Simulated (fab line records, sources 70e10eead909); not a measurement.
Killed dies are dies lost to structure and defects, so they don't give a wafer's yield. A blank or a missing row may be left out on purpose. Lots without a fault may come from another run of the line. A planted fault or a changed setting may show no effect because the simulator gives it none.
Which tool did it? | flow nand_harc | 7 lots, 20 wafers sampled, at 2 steps of a route of 1159

WHAT THE GAUGES READ, wafer by wafer
NHARC_A_ONON_D1_THK_MEAS_30: measures by ellipsometry.
lot  | measured     | on            | thk_nm (nm)
L857 | day 8 11:01  | film_metro-01 | 999 999 998
L858 | day 9 02:02  | film_metro-01 | 987 987 985
L861 | day 9 21:05  | film_metro-02 | 1009 1012 1009
L866 | day 11 13:00 | film_metro-01 | 1544 996
L874 | day 12 14:10 | film_metro-02 | 1023 1022 1020
L876 | day 13 07:14 | film_metro-01 | 987 985 985
L878 | day 14 01:29 | film_metro-02 | 998 998 998

WHICH TOOL RAN EACH LOT (tool, then ch and the chambers of the sampled wafers, then the start)
lot  | NHARC_A_ONON_D1_DEP_28
L857 | pecvd_onon-02 ch 0, day 8 10:34
L858 | pecvd_onon-01 ch 0, day 9 01:32
L861 | pecvd_onon-02 ch 0, day 9 20:41
L866 | pecvd_onon-02 ch 0, day 11 12:43
L874 | pecvd_onon-03 ch 0, day 12 13:43
L876 | pecvd_onon-03 ch 0, day 13 06:51
L878 | pecvd_onon-02 ch 0, day 14 01:01
- NHARC_A_ONON_D1_DEP_28: target thk 1000 nm.

THE ANSWER, worked out from the rows above alone
Rule: what is usual is taken from the lots themselves. Put in order of their means at a reading, lots are off if they are a third of the lots or fewer, leave a main group of 4 or more, and stand apart from it by a gap of 3 or more times the standard deviation of the main group's means; of several such gaps the widest counts. A main group whose means are all the same, to the digits that the tables above print for the reading, isn't used. A lot without any number at a reading at which 4 lots or more have one is off too. The other lots that the step has rows for count as sound.
Off: L866, at NHARC_A_ONON_D1_THK_MEAS_30 (thk_nm). The main group: mean 1000 nm, standard deviation 13.
A tool fits if, at a process step before that reading, it ran every lot that is off, and no sound lot after the first of them. The gauges at NHARC_A_ONON_D1_THK_MEAS_30 are tried like those tools. None of those tried fits.

WHAT THE SIMULATOR HAD PUT IN
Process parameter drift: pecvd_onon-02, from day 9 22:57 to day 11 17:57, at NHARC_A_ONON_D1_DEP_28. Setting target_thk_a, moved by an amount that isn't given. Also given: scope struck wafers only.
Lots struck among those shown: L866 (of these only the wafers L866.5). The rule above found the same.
